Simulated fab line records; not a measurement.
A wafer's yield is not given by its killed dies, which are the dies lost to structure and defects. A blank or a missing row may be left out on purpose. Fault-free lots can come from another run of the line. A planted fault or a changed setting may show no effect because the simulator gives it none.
Chamber matching :: flow nand_harc :: 4 sister chambers for NHARC_P_M1_DESCUM_14 on rie_diel-11
The step chemistry O2, time 3 s. 4 wafers are shown with their chamber, then 12 later ones without.

== WAFERS PAIRED WITH THEIR CHAMBERS ==
wafer: L088.4
chamber: 1
showerhead_plenum_p_Torr (Torr): 1.88

wafer: L088.6
chamber: 2
showerhead_plenum_p_Torr (Torr): 1.88

wafer: L090.2
chamber: 0
showerhead_plenum_p_Torr (Torr): 1.83

wafer: L090.5
chamber: 3
showerhead_plenum_p_Torr (Torr): 1.88

== WAFERS WHOSE CHAMBER IS MISSING ==
wafer: L091.2
showerhead_plenum_p_Torr (Torr): 1.88

wafer: L091.4
showerhead_plenum_p_Torr (Torr): 1.88

wafer: L091.5
showerhead_plenum_p_Torr (Torr): 1.88

wafer: L091.1
showerhead_plenum_p_Torr (Torr): 1.83

wafer: L091.3
showerhead_plenum_p_Torr (Torr): 1.88

wafer: L091.6
showerhead_plenum_p_Torr (Torr): 1.88

wafer: L094.2
showerhead_plenum_p_Torr (Torr): 1.88

wafer: L094.3
showerhead_plenum_p_Torr (Torr): 1.88

wafer: L094.4
showerhead_plenum_p_Torr (Torr): 1.88

wafer: L096.1
showerhead_plenum_p_Torr (Torr): 1.88

wafer: L096.2
showerhead_plenum_p_Torr (Torr): 1.87

wafer: L096.3
showerhead_plenum_p_Torr (Torr): 1.82

== THE CHAMBER EACH PASSED THROUGH ==
wafer: L091.2
from the rows above: can't be placed: 1 or 2 or 3
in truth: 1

wafer: L091.4
from the rows above: can't be placed: 1 or 2 or 3
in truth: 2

wafer: L091.5
from the rows above: can't be placed: 1 or 2 or 3
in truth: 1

wafer: L091.1
from the rows above: 0
in truth: 0

wafer: L091.3
from the rows above: can't be placed: 1 or 2 or 3
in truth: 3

wafer: L091.6
from the rows above: can't be placed: 1 or 2 or 3
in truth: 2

wafer: L094.2
from the rows above: can't be placed: 1 or 2 or 3
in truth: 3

wafer: L094.3
from the rows above: can't be placed: 1 or 2 or 3
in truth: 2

wafer: L094.4
from the rows above: can't be placed: 1 or 2 or 3
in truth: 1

wafer: L096.1
from the rows above: can't be placed: 1 or 2 or 3
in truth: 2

wafer: L096.2
from the rows above: can't be placed: 1 or 2 or 3
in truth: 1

wafer: L096.3
from the rows above: 0
in truth: 0
Placed correctly: 2 of 12. From these rows, 10 cannot be placed; in 10 the true chamber is one of the candidates. 0 placed wrongly.
How it was worked out, from the rows above alone: a wafer's distance from a chamber is the root of the sum, over the readings, of the square of ((its reading less the chamber's mean) divided by the reading's scatter). The wafer belongs to the nearest chamber; if the next one is less than 2 further off, it can't be placed. Each chamber's mean is taken over the wafers shown for it. The scatter: root of mean squared gap, hidden wafer to nearest shown wafer, with one shown wafer a chamber.
